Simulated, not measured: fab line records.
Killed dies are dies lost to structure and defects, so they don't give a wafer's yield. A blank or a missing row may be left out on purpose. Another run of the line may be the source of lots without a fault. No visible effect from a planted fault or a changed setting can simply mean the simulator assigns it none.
A lot that was struck, set against a sound lot :: flow nand harc :: 14 steps out of a route of 1302
Sound: wafers L981.1, L981.2, L981.4. Struck: wafer L995.1 (L995.4, L995.5, from the same lot, were not struck and are left out); the cause is given at the end.
Order at every step that has rows: each side's tool, ch and its chambers, its first start. Under that, the readings that differ: sound wafers :: struck wafers :: difference of the means :: sigmas: that difference in standard deviations of wafers without a fault.
alike: words and numbers the same on both sides, and readings whose means are apart by under 2 such deviations; not compared: readings that were withheld, readings missing a value for some wafer, numbers with overlapping values and no deviation given by the record, and bounds like >300 which may hide the same value.
A row with sigmas, a row that says differs or no value, or rows on one side alone: a step with any of these is where the two part. When numbers do not overlap yet have no deviation, they are printed without sigmas and do not part them. A reading that every wafer of one side lacks parts them only if that side has two wafers or more.

NHARC_A_BONDPAD_THK_MEAS_20: measures by xrf.
  sound: film metro-01 at day 23 16:05; struck: film metro-01 at day 29 03:45
  alike: thk nm
then, 1 step without rows for these wafers: NHARC_A_BONDPAD_SRD_21 (time 30 s, dry time 20 s).
NHARC_A_BONDPAD_INSPECT_23:
  sound: defect inspect-02 at day 23 16:17; struck: defect inspect-02 at day 29 03:58
reading: raw defect count
sound: 402 289 404
struck: 634
difference: +269
sigmas: +3
NHARC_HYBRID_BOND_ACTIVATE_00: chemistry N2, time 60 s.
  sound on rie diel-07 ch 0,2,3, day 23 16:21; struck on rie diel-06 ch 1, day 29 04:02
reading: drypump motor current A (A)
sound: 5.3 5.1 5.5
struck: 6.4
difference: +1.1
sigmas: +2

reading: rf hours counter h (h)
sound: 6 6 5
struck: 1
difference: -5
sigmas: 
  alike: n2 flow sccm, oes product au, rf vpp V, showerhead plenum p Torr
then, 4 steps without rows for these wafers: NHARC_HYBRID_BOND_PRECLEAN_01 (cleans in DIW, time 300 s); NHARC_HYBRID_BOND_SRD_02 (time 30 s, dry time 20 s); NHARC_HYBRID_BOND_BOND_03; NHARC_HYBRID_BOND_ANNEAL_04 (time 7200 s).
NHARC_HYBRID_BOND_OVL_MEAS_05:
  sound: overlay-01 at day 24 05:41; struck: overlay-01 at day 29 12:34
  alike: overlay x nm, overlay y nm
NHARC_HYBRID_BOND_INSPECT_06: inspects for defects (ir void).
  sound: defect inspect-02 at day 24 05:44; struck: defect inspect-02 at day 29 12:37
  alike: raw defect count
NHARC_THIN_TSV_GRIND_00:
  sound on grinder-01 ch 0, day 24 05:54; struck on grinder-01 ch 0, day 29 13:58
  alike: motor current A
NHARC_THIN_TSV_CMP_01: polishes.
  sound on cmp-03 ch 0,1,3, day 24 07:08; struck on cmp-02 ch 2, day 29 15:11
  alike: motor current A
NHARC_THIN_TSV_THK_MEAS_02: measures by ir.
  sound: film metro-01 at day 24 07:23; struck: film metro-02 at day 29 15:27
reading: thk nm (nm)
sound: 3380 3240 3024
struck: 0
difference: -3215
sigmas: -14
next, for these wafers, 1 step has no rows: NHARC_THIN_TSV_SRD_03.

WHERE THEY PART
First at NHARC_A_BONDPAD_INSPECT_23; last, within this record, at NHARC_THIN_TSV_THK_MEAS_02.

WHY: what the simulator had put in
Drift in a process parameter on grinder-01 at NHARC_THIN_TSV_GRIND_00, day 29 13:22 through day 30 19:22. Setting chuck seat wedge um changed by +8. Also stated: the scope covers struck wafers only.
